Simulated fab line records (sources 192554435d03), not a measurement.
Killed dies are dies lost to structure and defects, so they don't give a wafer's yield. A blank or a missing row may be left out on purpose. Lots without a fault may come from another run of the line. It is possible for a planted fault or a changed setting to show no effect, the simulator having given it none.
The tool behind it: which one? ; flow n5-finfet ; 72 wafers from 24 lots sampled at 2 of the route's 1938 steps

== WHAT THE GAUGES SHOWED, per wafer ==
N5_SDB_CD_MEAS_11: target cd 50 nm.
lot;measured;on;cd-nm (nm)
L074;day 4 06:26;cd-sem-01;50.2 49.0 49.7
L075;day 4 08:33;cd-sem-01;48.3 49.1 47.5
L076;day 4 09:01;cd-sem-01;48.5 48.1 48.6
L078;day 4 16:33;cd-sem-02;47.8 48.3 48.2
L077;day 4 20:05;cd-sem-02;48.7 48.4 49.2
L080;day 5 06:35;cd-sem-01;49.2 48.0 48.0
L079;day 5 07:05;cd-sem-01;48.9 49.5 49.1
L081;day 5 12:43;cd-sem-03;50.5 50.4 51.7
L082;day 5 21:08;cd-sem-02;49.6 49.0 49.0
L083;day 5 21:32;cd-sem-03;48.8 48.3 49.1
L084;day 6 04:11;cd-sem-03;49.1 49.4 50.4
L085;day 6 13:59;cd-sem-03;49.1 47.8 50.0
L086;day 6 22:44;cd-sem-03;49.6 48.1 49.5
L087;day 7 00:43;cd-sem-02;51.0 50.0 48.2
L088;day 7 10:11;cd-sem-01;48.8 49.7 49.0
L089;day 7 18:25;cd-sem-03;50.0 50.8 49.9
L090;day 7 19:10;cd-sem-03;50.3 51.7 50.5
L091;day 7 23:20;cd-sem-01;48.7 50.3 49.4
L092;day 8 08:13;cd-sem-01;50.6 49.8 49.7
L093;day 8 16:27;cd-sem-03;50.6 48.2 50.9
L094;day 8 20:01;cd-sem-01;49.2 50.2 50.2
L095;day 9 03:04;cd-sem-01;50.3 48.4 50.3
L096;day 9 08:05;cd-sem-03;50.1 49.1 51.0
L097;day 9 12:30;cd-sem-02;50.9 48.9 48.8

N5_SDB_INSPECT_13: inspects for defects (brightfield).
lot;measured;on;raw-defect-count
L074;day 4 06:29;defect-inspect-01;46 40 27
L075;day 4 08:36;defect-inspect-01;42 105 32
L076;day 4 09:04;defect-inspect-01;52 34 46
L078;day 4 16:36;defect-inspect-01;59 108 147
L077;day 4 20:08;defect-inspect-02;90 50 49
L080;day 5 06:39;defect-inspect-01;138 143 104
L079;day 5 07:08;defect-inspect-02;49 43 73
L081;day 5 12:47;defect-inspect-02;104 111 69
L082;day 5 21:11;defect-inspect-02;72 78 37
L083;day 5 21:35;defect-inspect-01;54 142 87
L084;day 6 04:14;defect-inspect-01;41 141 61
L085;day 6 14:02;defect-inspect-02;33 27 31
L086;day 6 22:48;defect-inspect-01;117 128 92
L087;day 7 00:47;defect-inspect-01;90 97 199
L088;day 7 10:15;defect-inspect-01;46 61 50
L089;day 7 18:30;defect-inspect-01;92 120 95
L090;day 7 19:13;defect-inspect-02;98 97 120
L091;day 7 23:23;defect-inspect-01;56 23 40
L092;day 8 08:16;defect-inspect-01;170 158 134
L093;day 8 16:30;defect-inspect-01;53 59 58
L094;day 8 20:04;defect-inspect-01;84 62 38
L095;day 9 03:07;defect-inspect-02;50 61 69
L096;day 9 08:09;defect-inspect-01;65 79 101
L097;day 9 12:34;defect-inspect-01;93 63 56

== WHAT TOOL EACH LOT RAN ON (gives the tool, then ch and the chambers of the sampled wafers, and finally the start) ==
There is no process step in the record ahead of these readings.

== AS READ BY THE TOOLS THEMSELVES (means over the sampled wafers that have a number; for cases with no such wafer, the mark the record gives instead) ==
The record holds no such reading with a usual standard deviation.

== THE ANSWER, worked out from the rows above alone ==
Rule: the usual values come from the lots themselves. Put in order of their means at a reading, lots are off if they are a third of the lots or fewer, leave a main group of 4 or more, and stand apart from it by a gap of 3 or more times the standard deviation of the main group's means; of several such gaps the widest counts. A main group whose means are all the same, to the digits that the tables above print for the reading, isn't used. Also off: a lot with no number at a reading for which 4 or more lots have one. All remaining lots with rows at the step are treated as sound. After the gauges, taken in route order, come the tools' own readings; for these a lot's mean is taken, as printed above. The first step at which some lot is off is used, and at that step the reading that is off furthest; a lot without a number counts as furthest.
Nothing can be told from this: no lot is off at any reading shown.

== WHAT THE SIMULATOR HAD INSERTED ==
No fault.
